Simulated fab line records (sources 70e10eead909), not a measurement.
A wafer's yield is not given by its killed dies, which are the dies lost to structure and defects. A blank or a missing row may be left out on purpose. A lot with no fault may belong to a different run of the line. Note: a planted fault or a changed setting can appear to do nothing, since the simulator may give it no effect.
Problem report in the 8D (eight disciplines) form, filled by code | flow nand_harc | the parts of the form that need people (team, actions taken, sign-off) are left out

== 1. WHAT IS WRONG ==
Wafers without a fault read 156.6 W, standard deviation 0.41; heater_power_total_W at NHARC_P_M0_PEB_07 reads a mean of 159.3 W on 3 wafers belonging to 2 lots. Relative to the usual mean, that is a shift of +6.7 standard deviations.
The step: peb time 65 s.
First observed at day 9 01:43: wafer L428.3, on litho_track-06. Wafers with a number at this step in the record: 36, from 12 lots. The rule behind "out" and "out of limits": a value lying over 4 standard deviations away from the usual mean. All remaining wafers that have a number are taken as sound.

== 2. WHAT IT IS, AND WHAT IT ISN'T ==
question                    | is                     | is not
which readings at this step | heater_power_total_W   | -
which lots                  | L428, L431             | L417, L419, L420, L421, L422, L432, L434, L436, L439, L440
which wafers of those lots  | L428.3, L428.5, L431.3 | L428.1, L431.1, L431.4
read on which tools         | litho_track-06         | litho_track-01, litho_track-04
when                        | from day 9 01:43       | up to then (16 sound wafers); but 17 sound wafers of L431, L432, L434, L436, L439, L440 came after

== 3. SUSPECTS, AND WHAT RULES EACH OUT ==
Counting: a tool at a process step up to the reading stays a suspect if it ran every lot that is out. Sound lots after the first of them don't rule it out here, since some wafers of a struck lot are sound.
- rtp_anneal-02 at NHARC_P_GATE_RTA_82 (time 30 s): kept. It processed each lot that is out (first: L428, day 8 19:38); up to then, its last sound lot is L417 (day 5 08:39).
- litho_track-06 at NHARC_P_M0_PEB_07 (peb time 65 s): kept. It processed each lot that is out (first: L428, day 9 01:43); up to then, its last sound lot is L421 (day 6 16:51). Its own heater_power_total_W readings are out on those wafers.
After counting, rtp_anneal-02 at NHARC_P_GATE_RTA_82 and litho_track-06 at NHARC_P_M0_PEB_07 remain.

== 4. THE CAUSE (what the simulator had put in) ==
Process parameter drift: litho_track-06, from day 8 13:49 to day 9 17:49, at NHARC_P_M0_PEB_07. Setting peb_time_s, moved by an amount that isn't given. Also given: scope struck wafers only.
Of the 2 suspects that counting leaves, this tool is one.

== 5. THE CHAIN OF EFFECTS, in route order ==
One row per reading whose mean, taken over the struck wafers that have a number, lies over 3 standard deviations from the usual. Only readings for which the record gives a usual standard deviation are gone through. hours: the time from each lot's start at the first step in this table that gives one to its start at this step, as a median over the lots. sigmas: the change in usual standard deviations.
hours | step              | reading              | usual   | on struck wafers | change | sigmas
0     | NHARC_P_M0_PEB_07 | heater_power_total_W | 156.6 W | 159.3            | +2.7   | +6.7
Its process steps:
- NHARC_P_M0_PEB_07: peb time 65 s.
Later measuring or inspecting steps at which every struck wafer that the step has a row for has a number for every such reading, and none has moved that far: NHARC_P_M0_CD_MEAS_09, NHARC_P_M0_OVL_MEAS_10.

== 6. HOW IT WOULD HAVE BEEN CAUGHT EARLIER ==
In this record the first reading out of limits was taken at day 9 01:43, 12 hours after the fault began at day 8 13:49.
